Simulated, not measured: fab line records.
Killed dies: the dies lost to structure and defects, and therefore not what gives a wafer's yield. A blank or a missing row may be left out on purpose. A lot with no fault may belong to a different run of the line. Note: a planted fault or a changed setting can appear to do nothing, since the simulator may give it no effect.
Lot-split experiment | flow n5 finfet | 21 wafers read from 7 lots, route of 1938 steps

SPLIT DETAILS
At N5_HKMG_FIN_ETCH_58 (etches SOC in N2/H2, target depth 215.8 nm, time 741 s), the setting source w was moved away from the recipe's 875 W on 9 of the 21 wafers read, by -16.0% to +17.6%. For the rest of the wafers, this setting stayed at what the recipe calls for.

The reading comes from the split's own step.

THE READING
rf vpp V, in V, at N5_HKMG_FIN_ETCH_58 (etches SOC in N2/H2, target depth 215.8 nm, time 741 s). On this fab line, fault-free wafers typically give 99.1 V with a standard deviation of 0.94 V.

wafer  | tool, chamber at the split | source w as run, W | against the recipe | rf vpp V, V | against lot-mates on the recipe
L077.1 | rie diel-04, 3             | 972.4              | +11.1%             | 94.2        | -6.0
L077.3 | rie diel-04, 1             | 875                | recipe             | 100.2       | -
L077.5 | rie diel-04, 2             | 972.4              | +11.1%             | 97.1        | -3.1
L082.1 | rie diel-04, 3             | 875                | recipe             | 99.1        | -
L082.3 | rie diel-04, 1             | 875                | recipe             | 98.6        | -
L082.5 | rie diel-04, 3             | 802.3              | -8.3%              | 102.6       | +3.8
L087.2 | rie diel-03, 0             | 875                | recipe             | 98.4        | -
L087.3 | rie diel-03, 2             | 926.2              | +5.9%              | 99.5        | +1.4
L087.5 | rie diel-03, 0             | 875                | recipe             | 97.7        | -
L092.3 | rie diel-06, 3             | 1029               | +17.6%             | 92.7        | -6.0
L092.4 | rie diel-06, 2             | 875                | recipe             | 98.7        | -
L092.6 | rie diel-06, 2             | 1029               | +17.6%             | 92.9        | -5.8
L094.1 | rie diel-06, 1             | 875                | recipe             | 98.2        | -
L094.3 | rie diel-06, 0             | 875                | recipe             | 98.1        | -
L094.4 | rie diel-06, 3             | 875                | recipe             | 98.5        | -
L095.1 | rie diel-06, 2             | 734.9              | -16.0%             | 107.0       | +8.1
L095.2 | rie diel-06, 0             | 734.9              | -16.0%             | 104.9       | +6.0
L095.3 | rie diel-06, 3             | 875                | recipe             | 98.9        | -
L097.3 | rie diel-03, 3             | 875                | recipe             | 98.6        | -
L097.4 | rie diel-03, 0             | 875                | recipe             | 97.8        | -
L097.6 | rie diel-03, 3             | 830.9              | -5.0%              | 100.7       | +2.5

FIT RESULTS
A straight line over all 21 wafers: rf vpp V changes by -0.366 V for each +1% of source w; r = -0.94; the points scatter about the line by 1.1 V.
The same after taking each lot's own level away (the mean of its wafers on the recipe; 21 wafers): -0.382 V for each +1%; r = -0.95; scatter 1.1 V.
That fit puts the effect of the largest move of source w on the reading at 6.7 V.
The span of the lots' own levels, 98.05 to 100.20 V, comes to 2.3 times the standard deviation stated above.
The two slopes agree, so the slope changes little with the lot-to-lot level.
Check: -6.47 V against its lot-mates is what the line predicts for one of the wafers moved furthest among these (+17.6%) when that wafer is left out of the fit. It came out at -6 V against them.
Tool readings at the split's step, against how far the setting was moved: rf vpp V r = -0.94.

ADDITIONAL SPLITS CARRIED BY THESE WAFERS
Note: prior to the reading, these wafers also went through further splits. Each is held against what the fit with the lots' levels taken away leaves over:
other split on the same wafers | wafers away from the commonest value | r with rf vpp V (lot level and that fit taken away)
N5_SD_EPI_N_DESCUM_14 time s   | 9                                    | +0.17
N5_SDB_COAT_05 spin rpm        | 8                                    | -0.16
N5_HKMG_FIN_DESCUM_53 time s   | 9                                    | +0.08

THE WHOLE CHAIN: every reading that the file lists as answering this split, in the file's order
step                | what it does                                           | reading                                                                         | change (the file's fit)              | r (the file's)
N5_HKMG_FIN_ETCH_58 | etches SOC in N2/H2, target depth 215.8 nm, time 741 s | rf vpp V                                                                        | -0.369 V for each +1% of the setting | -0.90
N5_HKMG_FIN_ETCH_58 | etches SOC in N2/H2, target depth 215.8 nm, time 741 s | HKMG_FIN.feature depth nm (the simulator's own value, which no gauge read)      | +1.86 nm for each +1% of the setting | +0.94
N5_HKMG_FIN_ETCH_58 | etches SOC in N2/H2, target depth 215.8 nm, time 741 s | etch.depth nm (the simulator's own value, which no gauge read)                  | +1.86 nm for each +1% of the setting | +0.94
N5_HKMG_FIN_ETCH_58 | etches SOC in N2/H2, target depth 215.8 nm, time 741 s | SOC_of_HKMG_FIN_COAT_41.thk nm (the simulator's own value, which no gauge read) | -1.87 nm for each +1% of the setting | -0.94

FILE'S OWN FIT
rf vpp V changes by -0.369 V for each +1% of source w, r = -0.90.
